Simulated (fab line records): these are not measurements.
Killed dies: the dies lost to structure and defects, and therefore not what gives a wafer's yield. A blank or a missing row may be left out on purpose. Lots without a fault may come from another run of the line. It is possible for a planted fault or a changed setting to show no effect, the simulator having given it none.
Chamber matching | flow nand_harc | NHARC_P_M2_DEP_33 on pecvd-03: 3 sister chambers
The step deposits SiCN, target thk 30 nm. 27 wafers are shown with their chamber, then 12 later ones without.

== WAFERS PAIRED WITH THEIR CHAMBERS ==
wafer  | chamber | heater_power_w (W)
L075.2 | 1       | 564
L075.3 | 2       | 373
L075.6 | 0       | 545
L076.1 | 0       | 503
L076.2 | 2       | 414
L076.3 | 1       | 512
L077.1 | 2       | 377
L077.2 | 0       | 538
L077.5 | 0       | 528
L078.3 | 1       | 520
L078.4 | 1       | 517
L078.6 | 0       | 504
L079.1 | 1       | 577
L079.3 | 0       | 489
L079.4 | 2       | 466
L087.3 | 1       | 510
L087.4 | 2       | 467
L087.6 | 1       | 521
L089.3 | 1       | 617
L089.5 | 0       | 517
L089.6 | 1       | 637
L092.2 | 0       | 507
L092.4 | 0       | 500
L092.5 | 1       | 598
L093.1 | 0       | 503
L093.2 | 2       | 395
L093.5 | 0       | 517

SIGNATURES (means of the wafers above)
reading        | chamber 0 | chamber 1 | chamber 2 | scatter within a chamber
heater_power_w | 513.73    | 557.30    | 415.33    | 36.8
Rule: a wafer lies at a distance from a chamber equal to the root of the sum of squares, over the readings, of (its reading less the chamber's mean, divided by the reading's scatter). The wafer belongs to the nearest chamber; if the next one is less than 2 further off, it can't be placed. The scatter: take each reading less its chamber's mean, square it, sum over the shown wafers, divide by the number of wafers less the number of chambers, and take the root.

== WAFERS WITH NO CHAMBER GIVEN ==
wafer  | heater_power_w (W)
L094.1 | 561
L094.3 | 424
L094.5 | 602
L095.4 | 473
L095.5 | 624
L095.6 | 463
L096.1 | 607
L096.2 | 521
L096.4 | 456
L097.1 | 434
L097.3 | 606
L097.5 | 614

== EACH ONE'S CHAMBER ==
wafer  | from the rows above          | in truth
L094.1 | can't be placed: 1 or 0      | 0
L094.3 | 2                            | 2
L094.5 | can't be placed: 1 or 0      | 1
L095.4 | can't be placed: 0 or 2 or 1 | 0
L095.5 | can't be placed: 1 or 0      | 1
L095.6 | can't be placed: 2 or 0 or 1 | 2
L096.1 | can't be placed: 1 or 0      | 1
L096.2 | can't be placed: 0 or 1      | 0
L096.4 | can't be placed: 2 or 0 or 1 | 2
L097.1 | can't be placed: 2 or 0      | 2
L097.3 | can't be placed: 1 or 0      | 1
L097.5 | can't be placed: 1 or 0      | 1
Correct placement for 1 of the 12. Cannot be placed on the basis of these rows: 11; the candidates contain the true chamber in 11. Placed wrongly: 0.
